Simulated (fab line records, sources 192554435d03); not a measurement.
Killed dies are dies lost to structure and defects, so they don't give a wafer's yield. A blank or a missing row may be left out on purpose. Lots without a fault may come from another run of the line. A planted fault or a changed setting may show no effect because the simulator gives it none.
Which tool did it? | flow n5_finfet | 24 lots, 72 wafers sampled, at 6 steps of a route of 1938

WHAT THE GAUGES READ, wafer by wafer
N5_BEOL_M13_OVL_MEAS_11.
lot  | measured     | on         | V12_OVL (nm)
L074 | day 10 19:34 | overlay-02 | 5 -11 -2
L075 | day 11 03:19 | overlay-02 | -4 8 6
L076 | day 12 00:22 | overlay-02 | 5 0 6
L078 | day 12 03:04 | overlay-01 | -10 -8 -4
L077 | day 12 03:20 | overlay-01 | -12 -12 -8
L079 | day 12 09:55 | overlay-02 | 1 -2 5
L080 | day 12 18:15 | overlay-01 | -5 3 -7
L081 | day 12 18:42 | overlay-01 | -3 -8 -14
L082 | day 12 19:14 | overlay-01 | -11 -8 -8
L083 | day 13 07:06 | overlay-02 | -5 -8 2
L086 | day 13 23:35 | overlay-02 | 14 0 4
L085 | day 14 03:31 | overlay-01 | -2 -5 4
L084 | day 14 04:26 | overlay-01 | 3 -2 -12
L087 | day 14 07:51 | overlay-01 | -3 -10 -7
L088 | day 14 11:58 | overlay-01 | 4 -6 -2
L090 | day 15 06:25 | overlay-02 | -7 -12 -13
L089 | day 15 06:42 | overlay-02 | -8 -12 -9
L092 | day 15 18:41 | overlay-01 | -6 2 0
L091 | day 15 18:50 | overlay-02 | -1 3 7
L094 | day 16 01:12 | overlay-02 | -2 -1 1
L093 | day 16 03:53 | overlay-01 | 4 1 4
L095 | day 16 08:47 | overlay-02 | -1 -7 -2
L096 | day 16 14:08 | overlay-01 | -10 -4 -7
L097 | day 16 18:58 | overlay-01 | -4 -19 -1

N5_BEOL_M13_OCD_MEAS_35.
lot  | measured     | on     | trench_depth_nm (nm)
L074 | day 10 22:08 | ocd-01 | 401 404 422
L075 | day 11 04:53 | ocd-02 | 405 397 414
L076 | day 12 02:04 | ocd-02 | 413 401 404
L078 | day 12 04:39 | ocd-02 | 409 421 417
L077 | day 12 05:12 | ocd-02 | 415 406 402
L079 | day 12 11:37 | ocd-02 | 417 420 407
L080 | day 12 19:50 | ocd-01 | 406 407 409
L081 | day 12 20:20 | ocd-02 | 408 404 409
L082 | day 12 20:53 | ocd-01 | 416 401 404
L083 | day 13 09:22 | ocd-01 | 418 414 408
L086 | day 14 01:27 | ocd-01 | 411 415 416
L085 | day 14 05:06 | ocd-01 | 418 422 405
L084 | day 14 06:10 | ocd-01 | 418 417 413
L087 | day 14 09:33 | ocd-01 | 420 417 413
L088 | day 14 13:50 | ocd-01 | 415 399 416
L090 | day 15 07:59 | ocd-02 | 411 409 412
L089 | day 15 08:23 | ocd-02 | 407 405 413
L092 | day 15 20:19 | ocd-01 | 416 413 408
L091 | day 15 20:40 | ocd-02 | 403 414 405
L094 | day 16 02:47 | ocd-01 | 415 418 409
L093 | day 16 05:35 | ocd-02 | 415 406 406
L095 | day 16 10:32 | ocd-01 | 418 404 419
L096 | day 16 15:44 | ocd-01 | 413 413 402
L097 | day 16 21:15 | ocd-01 | 409 403 400

N5_BEOL_M14_THK_MEAS_01.
lot  | measured     | on            | M14_ILD_THK (nm)
L074 | day 11 01:56 | film_metro-02 | 1107 1104 1122
L075 | day 11 09:20 | film_metro-01 | 1107 1117 1134
L076 | day 12 06:10 | film_metro-02 | 1097 1119 1112
L078 | day 12 06:47 | film_metro-01 | 1136 1145 1133
L077 | day 12 07:38 | film_metro-01 | 1100 1109 1129
L079 | day 12 19:35 | film_metro-01 | 1108 1132 1125
L080 | day 12 23:25 | film_metro-01 | 1102 1118 1131
L081 | day 13 02:42 | film_metro-02 | 1109 1133 1134
L082 | day 13 02:16 | film_metro-01 | 1122 1121 1137
L083 | day 13 12:40 | film_metro-02 | 1106 1116 1146
L086 | day 14 05:10 | film_metro-02 | 1137 1140 1146
L085 | day 14 08:39 | film_metro-02 | 1114 1120 1147
L084 | day 14 08:58 | film_metro-02 | 1121 1137 1146
L087 | day 14 11:30 | film_metro-02 | 1121 1137 1133
L088 | day 14 16:17 | film_metro-01 | 1124 1120 1167
L090 | day 15 10:44 | film_metro-01 | 1098 1121 1137
L089 | day 15 11:34 | film_metro-01 | 1104 1105 1097
L092 | day 15 22:53 | film_metro-01 | 1097 1102 1121
L091 | day 16 00:05 | film_metro-02 | 1107 1126 1128
L094 | day 16 05:51 | film_metro-01 | 1116 1131 1127
L093 | day 16 07:56 | film_metro-01 | 1113 1125 1136
L095 | day 16 14:31 | film_metro-01 | 1117 1118 1125
L096 | day 16 17:38 | film_metro-02 | 1123 1133 1137
L097 | day 16 23:42 | film_metro-02 | 1148 1110 1164

WHICH TOOL RAN EACH LOT (tool, then ch and the chambers of the sampled wafers, then the start)
lot  | N5_BEOL_M13_DESCUM_33              | N5_BEOL_M13_STRIP_37                 | N5_BEOL_M13_PRE_CLEAN_42
L074 | rie_diel-02 ch 1,2,3, day 10 21:34 | plasma_asher-02 ch 0,1, day 10 22:11 | pvd_sputter-03, day 11 00:28
L075 | rie_diel-02 ch 1,2,3, day 11 04:19 | plasma_asher-01 ch 0,1, day 11 04:56 | pvd_sputter-03, day 11 07:52
L076 | rie_diel-02 ch 1,2,3, day 12 01:29 | plasma_asher-01 ch 0,1, day 12 02:07 | pvd_sputter-02, day 12 04:43
L078 | rie_diel-02 ch 0,2,3, day 12 04:04 | plasma_asher-02 ch 0,1, day 12 04:41 | pvd_sputter-03, day 12 05:04
L077 | rie_diel-02 ch 1,3, day 12 04:37   | plasma_asher-01 ch 0,1, day 12 05:14 | pvd_sputter-01, day 12 06:11
L079 | rie_diel-02 ch 0,1,3, day 12 11:02 | plasma_asher-01 ch 0,1, day 12 11:40 | pvd_sputter-02, day 12 17:28
L080 | rie_diel-03 ch 1,2, day 12 19:15   | plasma_asher-01 ch 0,1, day 12 19:52 | pvd_sputter-01, day 12 21:56
L081 | rie_diel-02 ch 1,2, day 12 19:46   | plasma_asher-01 ch 0,1, day 12 20:23 | pvd_sputter-02, day 13 01:07
L082 | rie_diel-02 ch 0,1,2, day 12 20:19 | plasma_asher-02 ch 0,1, day 12 20:56 | pvd_sputter-01, day 13 00:47
L083 | rie_diel-03 ch 0,1, day 13 08:47   | plasma_asher-01 ch 0,1, day 13 09:23 | pvd_sputter-01, day 13 10:32
L086 | rie_diel-04 ch 1,2, day 14 00:52   | plasma_asher-01 ch 0,1, day 14 01:29 | pvd_sputter-01, day 14 02:49
L085 | rie_diel-03 ch 0,1,3, day 14 04:31 | plasma_asher-01 ch 0,1, day 14 05:08 | pvd_sputter-03, day 14 07:12
L084 | rie_diel-03 ch 1,2, day 14 05:35   | plasma_asher-01 ch 0,1, day 14 06:12 | pvd_sputter-02, day 14 07:28
L087 | rie_diel-03 ch 0,1, day 14 08:58   | plasma_asher-01 ch 0, day 14 09:35   | pvd_sputter-01, day 14 10:03
L088 | rie_diel-03 ch 0,3, day 14 13:16   | plasma_asher-02 ch 0, day 14 13:52   | pvd_sputter-02, day 14 14:47
L090 | rie_diel-04 ch 2,3, day 15 07:25   | plasma_asher-01 ch 0,1, day 15 08:05 | pvd_sputter-01, day 15 09:17
L089 | rie_diel-03 ch 0,2,3, day 15 07:48 | plasma_asher-02 ch 0,1, day 15 08:25 | pvd_sputter-01, day 15 09:50
L092 | rie_diel-03 ch 0,1,2, day 15 19:44 | plasma_asher-02 ch 0,1, day 15 20:21 | pvd_sputter-01, day 15 21:10
L091 | rie_diel-02 ch 1,2,3, day 15 20:05 | plasma_asher-02 ch 0,1, day 15 20:41 | pvd_sputter-02, day 15 22:20
L094 | rie_diel-03 ch 0,1,2, day 16 02:12 | plasma_asher-01 ch 0,1, day 16 02:49 | pvd_sputter-03, day 16 03:14
L093 | rie_diel-04 ch 0,2,3, day 16 05:01 | plasma_asher-02 ch 0,1, day 16 05:38 | pvd_sputter-03, day 16 06:26
L095 | rie_diel-03 ch 1,3, day 16 09:58   | plasma_asher-02 ch 0,1, day 16 10:34 | pvd_sputter-01, day 16 12:46
L096 | rie_diel-04 ch 0,1, day 16 15:09   | plasma_asher-01 ch 0,1, day 16 15:48 | pvd_sputter-02, day 16 16:10
L097 | rie_diel-02 ch 0,1,2, day 16 20:41 | plasma_asher-01 ch 0,1, day 16 21:17 | pvd_sputter-02, day 16 21:40
- N5_BEOL_M13_DESCUM_33: chemistry O2, time 7.9 s.
- N5_BEOL_M13_STRIP_37: strips in N2/H2.
- N5_BEOL_M13_PRE_CLEAN_42: time 30 s.

WHAT THE TOOLS THEMSELVES READ (means of the sampled wafers that have a number; where no wafer has one, the mark that the record gives instead)
N5_BEOL_M13_DESCUM_33.
lot  | tool        | drypump_motor_current_A (A) | oes_product_au (a.u.) | rf_vpp_V (V) | showerhead_plenum_p_Torr (Torr) | throttle_valve_pct (%)
L074 | rie_diel-02 | 6.3                         | 0.79                  | 243.0        | 2.08                            | 20.34
L075 | rie_diel-02 | 6.4                         | 0.79                  | 242.5        | 2.07                            | 20.33
L076 | rie_diel-02 | 6.3                         | 0.78                  | 242.4        | 2.07                            | 20.34
L078 | rie_diel-02 | 6.0                         | 0.80                  | 244.1        | 2.14                            | 20.37
L077 | rie_diel-02 | 6.3                         | 0.79                  | 243.3        | 2.05                            | 20.37
L079 | rie_diel-02 | 5.9                         | 0.81                  | 243.5        | 2.12                            | 20.40
L080 | rie_diel-03 | 6.1                         | 0.69                  | 242.8        | 2.09                            | 20.60
L081 | rie_diel-02 | 6.2                         | 0.71                  | 242.5        | 2.04                            | 20.29
L082 | rie_diel-02 | 5.8                         | 0.73                  | 242.8        | 2.09                            | 20.33
L083 | rie_diel-03 | 6.3                         | 0.77                  | 243.3        | 2.13                            | 20.55
L086 | rie_diel-04 | 5.6                         | 0.71                  | 243.9        | 2.10                            | 20.45
L085 | rie_diel-03 | 5.9                         | 0.77                  | 242.3        | 2.09                            | 20.53
L084 | rie_diel-03 | 6.1                         | 0.68                  | 241.8        | 2.08                            | 20.63
L087 | rie_diel-03 | 6.3                         | 0.77                  | 243.6        | 2.13                            | 20.57
L088 | rie_diel-03 | 5.7                         | 0.84                  | 244.8        | 2.13                            | 20.30
L090 | rie_diel-04 | 5.8                         | 0.69                  | 244.0        | 2.14                            | 20.54
L089 | rie_diel-03 | 5.5                         | 0.76                  | 242.6        | 2.08                            | 20.37
L092 | rie_diel-03 | 5.9                         | 0.74                  | 244.8        | 2.12                            | 20.41
L091 | rie_diel-02 | 6.3                         | 0.76                  | 242.7        | 2.06                            | 20.39
L094 | rie_diel-03 | 5.9                         | 0.75                  | 244.4        | 2.12                            | 20.41
L093 | rie_diel-04 | 5.9                         | 0.77                  | 244.2        | 2.15                            | 20.44
L095 | rie_diel-03 | 6.1                         | 0.68                  | 242.7        | 2.05                            | 20.78
L096 | rie_diel-04 | 6.2                         | 0.85                  | 245.3        | 2.19                            | 20.34
L097 | rie_diel-02 | 5.8                         | 0.71                  | 243.6        | 2.08                            | 20.37

N5_BEOL_M13_STRIP_37.
lot  | tool            | drypump_motor_current_A (A) | h2_flow_sccm (sccm) | heater_power_w (W) | oes_product_au (a.u.)
L074 | plasma_asher-02 | 6.1                         | 3248                | 339                | 0.783
L075 | plasma_asher-01 | 5.8                         | 3255                | 323                | 0.788
L076 | plasma_asher-01 | 5.8                         | 3248                | 319                | 0.785
L078 | plasma_asher-02 | 6.1                         | 3244                | 343                | 0.779
L077 | plasma_asher-01 | 5.8                         | 3251                | 322                | 0.788
L079 | plasma_asher-01 | 5.8                         | 3255                | 321                | 0.782
L080 | plasma_asher-01 | 5.5                         | 3253                | 343                | 0.781
L081 | plasma_asher-01 | 5.7                         | 3247                | 323                | 0.788
L082 | plasma_asher-02 | 6.1                         | 3242                | 342                | 0.771
L083 | plasma_asher-01 | 5.8                         | 3256                | 321                | 0.780
L086 | plasma_asher-01 | 5.8                         | 3262                | 318                | 0.783
L085 | plasma_asher-01 | 5.7                         | 3263                | 323                | 0.784
L084 | plasma_asher-01 | 5.5                         | 3256                | 341                | 0.784
L087 | plasma_asher-01 | 5.2                         | 3254                | 366                | 0.787
L088 | plasma_asher-02 | 6.2                         | 3241                | 355                | 0.773
L090 | plasma_asher-01 | 5.5                         | 3261                | 342                | 0.792
L089 | plasma_asher-02 | 6.1                         | 3249                | 344                | 0.781
L092 | plasma_asher-02 | 6.1                         | 3260                | 345                | 0.788
L091 | plasma_asher-02 | 6.1                         | 3244                | 338                | 0.789
L094 | plasma_asher-01 | 5.7                         | 3242                | 319                | 0.780
L093 | plasma_asher-02 | 6.1                         | 3255                | 343                | 0.793
L095 | plasma_asher-02 | 6.1                         | 3250                | 343                | 0.785
L096 | plasma_asher-01 | 5.5                         | 3249                | 345                | 0.780
L097 | plasma_asher-01 | 5.5                         | 3253                | 342                | 0.790

N5_BEOL_M13_PRE_CLEAN_42.
lot  | tool           | heater_power_w (W)
L074 | pvd_sputter-03 | 318
L075 | pvd_sputter-03 | 303
L076 | pvd_sputter-02 | 342
L078 | pvd_sputter-03 | 318
L077 | pvd_sputter-01 | 349
L079 | pvd_sputter-02 | 348
L080 | pvd_sputter-01 | 343
L081 | pvd_sputter-02 | 343
L082 | pvd_sputter-01 | 363
L083 | pvd_sputter-01 | 351
L086 | pvd_sputter-01 | 331
L085 | pvd_sputter-03 | 326
L084 | pvd_sputter-02 | 347
L087 | pvd_sputter-01 | 362
L088 | pvd_sputter-02 | 343
L090 | pvd_sputter-01 | 330
L089 | pvd_sputter-01 | 352
L092 | pvd_sputter-01 | 366
L091 | pvd_sputter-02 | 362
L094 | pvd_sputter-03 | 332
L093 | pvd_sputter-03 | 337
L095 | pvd_sputter-01 | 355
L096 | pvd_sputter-02 | 357
L097 | pvd_sputter-02 | 352

THE ANSWER, worked out from the rows above alone
Rule: what is usual is taken from the lots themselves. Put in order of their means at a reading, lots are off if they are a third of the lots or fewer, leave a main group of 4 or more, and stand apart from it by a gap of 3 or more times the standard deviation of the main group's means; of several such gaps the widest counts. A main group whose means are all the same, to the digits that the tables above print for the reading, isn't used. A lot without any number at a reading at which 4 lots or more have one is off too. The other lots that the step has rows for count as sound. The gauges are gone through in route order, then the tools' own readings, and for those a lot's mean is taken as printed above. The first step at which some lot is off is used, and at that step the reading that is off furthest; a lot without a number counts as furthest.
No lot is off at any reading shown: from this, nothing can be told.

WHAT THE SIMULATOR HAD PUT IN
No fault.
